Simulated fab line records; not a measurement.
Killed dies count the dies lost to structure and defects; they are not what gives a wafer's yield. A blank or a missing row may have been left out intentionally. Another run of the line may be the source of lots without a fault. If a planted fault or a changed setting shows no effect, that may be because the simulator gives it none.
Lot-split experiment || flow n5_finfet || 39 wafers read from 7 lots, route of 1938 steps

== SPLIT DETAILS ==
At N5_SD_EPI_N_ETCH_16 (etches SiO2 in CHF3/O2, target depth 5 nm), the setting target_depth_a was moved away from the recipe's 50 angstrom on 15 of the 39 wafers read, by -57.0% to +41.1%. All remaining wafers had this setting at the recipe value.

The reading is taken at the split's own step.

== THE READING ==
etch.depth_nm (the simulator's own value, which no gauge read), in nm, at N5_SD_EPI_N_ETCH_16 (etches SiO2 in CHF3/O2, target depth 5 nm). The file gives no usual value for it. Across the 24 wafers here that went through the recipe, the average is 5.013 nm and the standard deviation 0.12 nm.

{"wafer": "L079.1", "tool, chamber at the split": "rie_diel-06, 1", "target_depth_a as run, angstrom": 50, "against the recipe": "recipe", "etch.depth_nm, nm": 5.003, "against lot-mates on the recipe": "-"}
{"wafer": "L079.3", "tool, chamber at the split": "rie_diel-06, 0", "target_depth_a as run, angstrom": 50, "against the recipe": "recipe", "etch.depth_nm, nm": 4.864, "against lot-mates on the recipe": "-"}
{"wafer": "L079.6", "tool, chamber at the split": "rie_diel-06, 3", "target_depth_a as run, angstrom": 50, "against the recipe": "recipe", "etch.depth_nm, nm": 4.915, "against lot-mates on the recipe": "-"}
{"wafer": "L081.1", "tool, chamber at the split": "rie_diel-04, 3", "target_depth_a as run, angstrom": 50, "against the recipe": "recipe", "etch.depth_nm, nm": 5.049, "against lot-mates on the recipe": "-"}
{"wafer": "L081.2", "tool, chamber at the split": "rie_diel-04, 2", "target_depth_a as run, angstrom": 21.51, "against the recipe": "-57.0%", "etch.depth_nm, nm": 2.083, "against lot-mates on the recipe": -2.867}
{"wafer": "L081.3", "tool, chamber at the split": "rie_diel-04, 1", "target_depth_a as run, angstrom": 21.51, "against the recipe": "-57.0%", "etch.depth_nm, nm": 2.14, "against lot-mates on the recipe": -2.810}
{"wafer": "L081.4", "tool, chamber at the split": "rie_diel-04, 0", "target_depth_a as run, angstrom": 50, "against the recipe": "recipe", "etch.depth_nm, nm": 4.998, "against lot-mates on the recipe": "-"}
{"wafer": "L081.5", "tool, chamber at the split": "rie_diel-04, 3", "target_depth_a as run, angstrom": 21.51, "against the recipe": "-57.0%", "etch.depth_nm, nm": 2.167, "against lot-mates on the recipe": -2.783}
{"wafer": "L081.6", "tool, chamber at the split": "rie_diel-04, 2", "target_depth_a as run, angstrom": 50, "against the recipe": "recipe", "etch.depth_nm, nm": 4.802, "against lot-mates on the recipe": "-"}
{"wafer": "L084.1", "tool, chamber at the split": "rie_diel-05, 3", "target_depth_a as run, angstrom": 33.58, "against the recipe": "-32.8%", "etch.depth_nm, nm": 3.49, "against lot-mates on the recipe": -1.694}
{"wafer": "L084.2", "tool, chamber at the split": "rie_diel-05, 2", "target_depth_a as run, angstrom": 50, "against the recipe": "recipe", "etch.depth_nm, nm": 5.138, "against lot-mates on the recipe": "-"}
{"wafer": "L084.3", "tool, chamber at the split": "rie_diel-05, 1", "target_depth_a as run, angstrom": 50, "against the recipe": "recipe", "etch.depth_nm, nm": 5.21, "against lot-mates on the recipe": "-"}
{"wafer": "L084.4", "tool, chamber at the split": "rie_diel-05, 0", "target_depth_a as run, angstrom": 33.58, "against the recipe": "-32.8%", "etch.depth_nm, nm": 3.363, "against lot-mates on the recipe": -1.821}
{"wafer": "L084.5", "tool, chamber at the split": "rie_diel-05, 2", "target_depth_a as run, angstrom": 33.58, "against the recipe": "-32.8%", "etch.depth_nm, nm": 3.44, "against lot-mates on the recipe": -1.744}
{"wafer": "L084.6", "tool, chamber at the split": "rie_diel-05, 1", "target_depth_a as run, angstrom": 50, "against the recipe": "recipe", "etch.depth_nm, nm": 5.205, "against lot-mates on the recipe": "-"}
{"wafer": "L085.1", "tool, chamber at the split": "rie_diel-04, 0", "target_depth_a as run, angstrom": 40.62, "against the recipe": "-18.8%", "etch.depth_nm, nm": 4.012, "against lot-mates on the recipe": -0.928}
{"wafer": "L085.2", "tool, chamber at the split": "rie_diel-04, 1", "target_depth_a as run, angstrom": 40.62, "against the recipe": "-18.8%", "etch.depth_nm, nm": 4.049, "against lot-mates on the recipe": -0.891}
{"wafer": "L085.3", "tool, chamber at the split": "rie_diel-04, 2", "target_depth_a as run, angstrom": 50, "against the recipe": "recipe", "etch.depth_nm, nm": 4.854, "against lot-mates on the recipe": "-"}
{"wafer": "L085.4", "tool, chamber at the split": "rie_diel-04, 3", "target_depth_a as run, angstrom": 50, "against the recipe": "recipe", "etch.depth_nm, nm": 5.038, "against lot-mates on the recipe": "-"}
{"wafer": "L085.5", "tool, chamber at the split": "rie_diel-04, 2", "target_depth_a as run, angstrom": 40.62, "against the recipe": "-18.8%", "etch.depth_nm, nm": 3.917, "against lot-mates on the recipe": -1.023}
{"wafer": "L085.6", "tool, chamber at the split": "rie_diel-04, 1", "target_depth_a as run, angstrom": 50, "against the recipe": "recipe", "etch.depth_nm, nm": 4.928, "against lot-mates on the recipe": "-"}
{"wafer": "L088.1", "tool, chamber at the split": "rie_diel-05, 2", "target_depth_a as run, angstrom": 50, "against the recipe": "recipe", "etch.depth_nm, nm": 5.113, "against lot-mates on the recipe": "-"}
{"wafer": "L088.2", "tool, chamber at the split": "rie_diel-05, 1", "target_depth_a as run, angstrom": 50, "against the recipe": "recipe", "etch.depth_nm, nm": 5.116, "against lot-mates on the recipe": "-"}
{"wafer": "L088.3", "tool, chamber at the split": "rie_diel-05, 3", "target_depth_a as run, angstrom": 50, "against the recipe": "recipe", "etch.depth_nm, nm": 5.155, "against lot-mates on the recipe": "-"}
{"wafer": "L088.4", "tool, chamber at the split": "rie_diel-05, 0", "target_depth_a as run, angstrom": 50, "against the recipe": "recipe", "etch.depth_nm, nm": 4.92, "against lot-mates on the recipe": "-"}
{"wafer": "L088.5", "tool, chamber at the split": "rie_diel-05, 3", "target_depth_a as run, angstrom": 50, "against the recipe": "recipe", "etch.depth_nm, nm": 5.21, "against lot-mates on the recipe": "-"}
{"wafer": "L088.6", "tool, chamber at the split": "rie_diel-05, 0", "target_depth_a as run, angstrom": 50, "against the recipe": "recipe", "etch.depth_nm, nm": 4.969, "against lot-mates on the recipe": "-"}
{"wafer": "L091.1", "tool, chamber at the split": "rie_diel-05, 3", "target_depth_a as run, angstrom": 70.56, "against the recipe": "+41.1%", "etch.depth_nm, nm": 7.275, "against lot-mates on the recipe": "+2.260"}
{"wafer": "L091.2", "tool, chamber at the split": "rie_diel-05, 0", "target_depth_a as run, angstrom": 50, "against the recipe": "recipe", "etch.depth_nm, nm": 4.986, "against lot-mates on the recipe": "-"}
{"wafer": "L091.3", "tool, chamber at the split": "rie_diel-05, 1", "target_depth_a as run, angstrom": 50, "against the recipe": "recipe", "etch.depth_nm, nm": 5.094, "against lot-mates on the recipe": "-"}
{"wafer": "L091.4", "tool, chamber at the split": "rie_diel-05, 2", "target_depth_a as run, angstrom": 70.56, "against the recipe": "+41.1%", "etch.depth_nm, nm": 7.207, "against lot-mates on the recipe": "+2.192"}
{"wafer": "L091.5", "tool, chamber at the split": "rie_diel-05, 0", "target_depth_a as run, angstrom": 50, "against the recipe": "recipe", "etch.depth_nm, nm": 4.965, "against lot-mates on the recipe": "-"}
{"wafer": "L091.6", "tool, chamber at the split": "rie_diel-05, 3", "target_depth_a as run, angstrom": 70.56, "against the recipe": "+41.1%", "etch.depth_nm, nm": 7.226, "against lot-mates on the recipe": "+2.211"}
{"wafer": "L095.1", "tool, chamber at the split": "rie_diel-04, 3", "target_depth_a as run, angstrom": 34.34, "against the recipe": "-31.3%", "etch.depth_nm, nm": 3.442, "against lot-mates on the recipe": -1.484}
{"wafer": "L095.2", "tool, chamber at the split": "rie_diel-04, 1", "target_depth_a as run, angstrom": 50, "against the recipe": "recipe", "etch.depth_nm, nm": 4.923, "against lot-mates on the recipe": "-"}
{"wafer": "L095.3", "tool, chamber at the split": "rie_diel-04, 2", "target_depth_a as run, angstrom": 50, "against the recipe": "recipe", "etch.depth_nm, nm": 4.843, "against lot-mates on the recipe": "-"}
{"wafer": "L095.4", "tool, chamber at the split": "rie_diel-04, 2", "target_depth_a as run, angstrom": 34.34, "against the recipe": "-31.3%", "etch.depth_nm, nm": 3.309, "against lot-mates on the recipe": -1.617}
{"wafer": "L095.5", "tool, chamber at the split": "rie_diel-04, 1", "target_depth_a as run, angstrom": 34.34, "against the recipe": "-31.3%", "etch.depth_nm, nm": 3.423, "against lot-mates on the recipe": -1.503}
{"wafer": "L095.6", "tool, chamber at the split": "rie_diel-04, 3", "target_depth_a as run, angstrom": 50, "against the recipe": "recipe", "etch.depth_nm, nm": 5.013, "against lot-mates on the recipe": "-"}

THE FIT
A straight line over all 39 wafers: etch.depth_nm changes by +0.0516 nm for each +1% of target_depth_a; r = +1.00; the points scatter about the line by 0.11 nm.
The same after taking each lot's own level away (the mean of its wafers on the recipe; 39 wafers): +0.0513 nm for each +1%; r = +1.00; scatter 0.086 nm.
According to that fit, moving target_depth_a by its largest amount changes the reading by 2.9 nm.
The span of the lots' own levels, 4.9263 to 5.1843 nm, comes to 2.2 times the standard deviation stated above.
Hence the lot-to-lot level has little effect on the slope; both slopes agree.
Check: -2.91 nm against its lot-mates is what the line predicts for one of the wafers moved furthest among these (-57.0%) when that wafer is left out of the fit. Against them it came out at -2.87 nm.

== OTHER SPLITS APPLIED TO THESE WAFERS ==
Other splits were also applied to these wafers ahead of the reading. Each is held against what the fit with the lots' levels taken away leaves over:
{"other split on the same wafers": "N5_FIN_SAQP_ETCH_69 target_depth_a", "wafers away from the commonest value": 12, "r with etch.depth_nm (lot level and that fit taken away)": "+0.07"}

== FILE'S OWN FIT ==
etch.depth_nm changes by +0.0511 nm for each +1% of target_depth_a, r = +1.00.
